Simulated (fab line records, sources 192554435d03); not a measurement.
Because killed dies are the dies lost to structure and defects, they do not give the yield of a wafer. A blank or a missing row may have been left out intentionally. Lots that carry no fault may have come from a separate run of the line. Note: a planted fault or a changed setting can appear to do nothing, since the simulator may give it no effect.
Matching of chambers    flow n5 finfet    pecvd-04 running N5_BEOL_M2_ILD_DEP_00: 3 sister chambers
The step deposits SiOC from DEMS/O2, target thk 79 nm, time 15.3 s. 18 wafers are shown with their chamber, then 9 later ones without.

== WAFERS, EACH WITH ITS CHAMBER ==
wafer   chamber  throttle valve pct (%)  heater power w (W)  showerhead plenum p Torr (Torr)
L074.3  0        13.7                    488                 5.670
L074.5  0        13.9                    478                 5.679
L074.6  2        11.2                    497                 5.691
L076.1  0        13.7                    532                 5.674
L076.4  2        11.1                    484                 5.693
L076.5  1        11.3                    440                 5.712
L079.1  1        11.0                    460                 5.698
L079.2  0        13.8                    445                 5.688
L079.3  2        11.1                    539                 5.695
L083.2  0        13.7                    520                 5.671
L083.4  1        11.0                    414                 5.704
L083.6  2        11.3                    526                 5.682
L085.1  2        11.4                    517                 5.707
L085.2  0        13.8                    497                 5.692
L085.5  0        13.7                    512                 5.677
L089.1  2        11.2                    541                 5.697
L089.5  1        11.3                    377                 5.695
L089.6  2        11.5                    537                 5.681

SIGNATURES (means of the wafers above)
reading                   chamber 0  chamber 1  chamber 2  scatter within a chamber
throttle valve pct        13.757     11.150     11.257     0.133
heater power w            496.00     422.75     520.14     28.2
showerhead plenum p Torr  5.67871    5.70225    5.69229    0.00846
Rule: distance of a wafer from a chamber = root of the sum over the readings of ((wafer's reading minus chamber's mean) / reading's scatter) squared. The wafer belongs to the nearest chamber; if the next one is less than 2 further off, it can't be placed. The scatter is the square root of a quotient: the sum, over the shown wafers, of each reading's squared deviation from its chamber's mean, divided by wafers minus chambers.

== WAFERS WITHOUT THEIR CHAMBER ==
wafer   throttle valve pct (%)  heater power w (W)  showerhead plenum p Torr (Torr)
L091.1  11.2                    557                 5.676
L091.5  11.1                    422                 5.687
L091.6  13.7                    481                 5.687
L092.1  11.3                    485                 5.697
L092.3  13.7                    505                 5.689
L092.4  11.2                    411                 5.702
L095.3  11.3                    538                 5.690
L095.5  11.3                    548                 5.702
L095.6  13.6                    502                 5.676

== WHICH CHAMBER EACH ONE RAN IN ==
wafer   from the rows above      in truth
L091.1  2                        2
L091.5  can't be placed: 1 or 2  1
L091.6  0                        0
L092.1  can't be placed: 2 or 1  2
L092.3  0                        0
L092.4  1                        1
L095.3  2                        2
L095.5  2                        2
L095.6  0                        0
7 of 9 placed correctly. From these rows, 2 cannot be placed; in 2 the true chamber is one of the candidates. 0 placed wrongly.
